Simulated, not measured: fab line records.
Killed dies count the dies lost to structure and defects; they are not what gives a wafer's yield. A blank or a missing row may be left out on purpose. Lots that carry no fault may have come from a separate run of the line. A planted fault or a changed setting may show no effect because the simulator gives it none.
Matching of chambers | flow n5-finfet | N5_BEOL_M10_ETCH_61 on rie-diel-01: 4 sister chambers
The step etches SiARC in CF4, target depth 39 nm, time 65 s. 4 wafers are shown with their chamber, then 8 later ones without.

== WAFERS WITH THEIR CHAMBER ==
wafer  | chamber | etch-rf-on-time-s (s)
L082.4 | 2       | 65.6
L090.3 | 1       | 63.9
L090.5 | 3       | 66.0
L093.2 | 0       | 62.2

== WAFERS MISSING THEIR CHAMBER ==
wafer  | etch-rf-on-time-s (s)
L093.4 | 63.8
L093.6 | 63.7
L091.1 | 64.2
L091.4 | 62.2
L091.5 | 63.8
L095.1 | 65.7
L095.5 | 65.7
L095.6 | 63.9

== EACH ONE'S CHAMBER ==
wafer  | from the rows above     | in truth
L093.4 | 1                       | 1
L093.6 | 1                       | 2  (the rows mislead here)
L091.1 | 1                       | 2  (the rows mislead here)
L091.4 | 0                       | 0
L091.5 | 1                       | 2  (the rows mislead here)
L095.1 | can't be placed: 2 or 3 | 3
L095.5 | can't be placed: 2 or 3 | 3
L095.6 | 1                       | 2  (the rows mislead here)
Correctly placed: 2 of 8. Can't be placed from these rows: 2 (the true chamber is among the candidates in 2). Placed wrongly: 4.
How it was worked out, from the rows above alone: a wafer's distance from a chamber is the root of the sum, over the readings, of the square of ((its reading less the chamber's mean) divided by the reading's scatter). The wafer belongs to the nearest chamber; if the next one is less than 2 further off, it can't be placed. Each chamber's mean is taken over the wafers shown for it. The scatter: root of mean squared gap, hidden wafer to nearest shown wafer, with one shown wafer a chamber.
